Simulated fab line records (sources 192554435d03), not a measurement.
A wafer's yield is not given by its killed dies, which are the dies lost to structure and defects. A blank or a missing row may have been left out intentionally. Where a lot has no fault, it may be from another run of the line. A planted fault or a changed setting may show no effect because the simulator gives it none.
Split-lot trial :: flow n5Finfet :: route with 1938 steps; 7 lots, 21 wafers read

== ABOUT THE SPLIT ==
At N5_BEOL_M11_ETCH_66 (etches SOC in N2/H2, target depth 120 nm, overetch 24 nm, time 180 s), the setting timeS was moved away from the recipe's 180 s on 11 of the 21 wafers read, by -20.6% to +19.2%. All remaining wafers had this setting at the recipe value.

The reading comes from the split's own step.

== THE READING ==
SiARC_of_BEOL_M11_COAT_64.thkNm (the simulator's own value, which no gauge read), in nm, at N5_BEOL_M11_ETCH_66 (etches SOC in N2/H2, target depth 120 nm, overetch 24 nm, time 180 s). No usual value for it is given in the file. Across the 10 wafers here that went through the recipe, the average is 22.6 nm and the standard deviation 0.34 nm.

wafer: L077.2
tool, chamber at the split: rieDiel-06, 1
timeS as run, s: 143
against the recipe: -20.6%
SiARC_of_BEOL_M11_COAT_64.thkNm, nm: 24.2
against lot-mates on the recipe: +1.2

wafer: L077.3
tool, chamber at the split: rieDiel-06, 2
timeS as run, s: 180
against the recipe: recipe
SiARC_of_BEOL_M11_COAT_64.thkNm, nm: 23
against lot-mates on the recipe: -

wafer: L077.5
tool, chamber at the split: rieDiel-06, 2
timeS as run, s: 143
against the recipe: -20.6%
SiARC_of_BEOL_M11_COAT_64.thkNm, nm: 24.4
against lot-mates on the recipe: +1.4

wafer: L083.1
tool, chamber at the split: rieDiel-02, 0
timeS as run, s: 152.5
against the recipe: -15.3%
SiARC_of_BEOL_M11_COAT_64.thkNm, nm: 23.8
against lot-mates on the recipe: +1.2

wafer: L083.4
tool, chamber at the split: rieDiel-02, 1
timeS as run, s: 180
against the recipe: recipe
SiARC_of_BEOL_M11_COAT_64.thkNm, nm: 22.4
against lot-mates on the recipe: -

wafer: L083.5
tool, chamber at the split: rieDiel-02, 0
timeS as run, s: 180
against the recipe: recipe
SiARC_of_BEOL_M11_COAT_64.thkNm, nm: 22.8
against lot-mates on the recipe: -

wafer: L085.1
tool, chamber at the split: rieDiel-05, 0
timeS as run, s: 180
against the recipe: recipe
SiARC_of_BEOL_M11_COAT_64.thkNm, nm: 22
against lot-mates on the recipe: -

wafer: L085.2
tool, chamber at the split: rieDiel-05, 3
timeS as run, s: 180
against the recipe: recipe
SiARC_of_BEOL_M11_COAT_64.thkNm, nm: 22.8
against lot-mates on the recipe: -

wafer: L085.4
tool, chamber at the split: rieDiel-05, 1
timeS as run, s: 180
against the recipe: recipe
SiARC_of_BEOL_M11_COAT_64.thkNm, nm: 22.4
against lot-mates on the recipe: -

wafer: L086.3
tool, chamber at the split: rieDiel-06, 3
timeS as run, s: 169.6
against the recipe: -5.8%
SiARC_of_BEOL_M11_COAT_64.thkNm, nm: 23
against lot-mates on the recipe: +0.4

wafer: L086.4
tool, chamber at the split: rieDiel-06, 1
timeS as run, s: 180
against the recipe: recipe
SiARC_of_BEOL_M11_COAT_64.thkNm, nm: 22.6
against lot-mates on the recipe: -

wafer: L086.6
tool, chamber at the split: rieDiel-06, 0
timeS as run, s: 169.6
against the recipe: -5.8%
SiARC_of_BEOL_M11_COAT_64.thkNm, nm: 23.4
against lot-mates on the recipe: +0.8

wafer: L089.1
tool, chamber at the split: rieDiel-02, 0
timeS as run, s: 214.5
against the recipe: +19.2%
SiARC_of_BEOL_M11_COAT_64.thkNm, nm: 21.6
against lot-mates on the recipe: no lot-mate on the recipe

wafer: L089.5
tool, chamber at the split: rieDiel-02, 3
timeS as run, s: 214.5
against the recipe: +19.2%
SiARC_of_BEOL_M11_COAT_64.thkNm, nm: 20.8
against lot-mates on the recipe: no lot-mate on the recipe

wafer: L089.6
tool, chamber at the split: rieDiel-02, 2
timeS as run, s: 214.5
against the recipe: +19.2%
SiARC_of_BEOL_M11_COAT_64.thkNm, nm: 21.4
against lot-mates on the recipe: no lot-mate on the recipe

wafer: L095.1
tool, chamber at the split: rieDiel-02, 0
timeS as run, s: 180
against the recipe: recipe
SiARC_of_BEOL_M11_COAT_64.thkNm, nm: 23
against lot-mates on the recipe: -

wafer: L095.2
tool, chamber at the split: rieDiel-02, 2
timeS as run, s: 180
against the recipe: recipe
SiARC_of_BEOL_M11_COAT_64.thkNm, nm: 22.6
against lot-mates on the recipe: -

wafer: L095.6
tool, chamber at the split: rieDiel-02, 3
timeS as run, s: 211.5
against the recipe: +17.5%
SiARC_of_BEOL_M11_COAT_64.thkNm, nm: 20.8
against lot-mates on the recipe: -2.0

wafer: L094.2
tool, chamber at the split: rieDiel-05, 2
timeS as run, s: 163.9
against the recipe: -8.9%
SiARC_of_BEOL_M11_COAT_64.thkNm, nm: 23.2
against lot-mates on the recipe: +1.2

wafer: L094.3
tool, chamber at the split: rieDiel-05, 1
timeS as run, s: 180
against the recipe: recipe
SiARC_of_BEOL_M11_COAT_64.thkNm, nm: 22
against lot-mates on the recipe: -

wafer: L094.4
tool, chamber at the split: rieDiel-05, 3
timeS as run, s: 163.9
against the recipe: -8.9%
SiARC_of_BEOL_M11_COAT_64.thkNm, nm: 23.4
against lot-mates on the recipe: +1.4

THE FIT
A straight line over all 21 wafers: SiARC_of_BEOL_M11_COAT_64.thkNm changes by -0.0795 nm for each +1% of timeS; r = -0.95; the points scatter about the line by 0.32 nm.
The same after taking each lot's own level away (the mean of its wafers on the recipe; 18 wafers): -0.0856 nm for each +1%; r = -0.92; scatter 0.34 nm.
According to that fit, moving timeS by its largest amount changes the reading by 1.8 nm.
The lots' own levels span 22.00 to 23.00 nm, that is 2.9 times the standard deviation above.
The two slopes agree, so the slope changes little with the lot-to-lot level.
Check: with one of the wafers moved furthest among these (-20.6%) left out of the fit, the line predicts +1.94 nm for it against its lot-mates. It came out at +1.2 nm against them.

== FURTHER SPLITS ON THESE WAFERS ==
These wafers also went through other splits before the reading. Each is held against what the fit with the lots' levels taken away leaves over:
other split on the same wafers: N5_BEOL_M9_EXPOSE_08 doseMj
wafers away from the commonest value: 9
r with SiARC_of_BEOL_M11_COAT_64.thkNm (lot level and that fit taken away): -0.08

other split on the same wafers: N5_BEOL_M10_COAT_60 spinRpm
wafers away from the commonest value: 5
r with SiARC_of_BEOL_M11_COAT_64.thkNm (lot level and that fit taken away): -0.01

other split on the same wafers: N5_BEOL_M10_COAT_05 spinRpm
wafers away from the commonest value: 2
r with SiARC_of_BEOL_M11_COAT_64.thkNm (lot level and that fit taken away): +0.04

other split on the same wafers: N5_BEOL_M10_ETCH_41 sourceW
wafers away from the commonest value: 10
r with SiARC_of_BEOL_M11_COAT_64.thkNm (lot level and that fit taken away): -0.04

== FILE'S OWN FIT ==
SiARC_of_BEOL_M11_COAT_64.thkNm changes by -0.0885 nm for each +1% of timeS, r = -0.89.
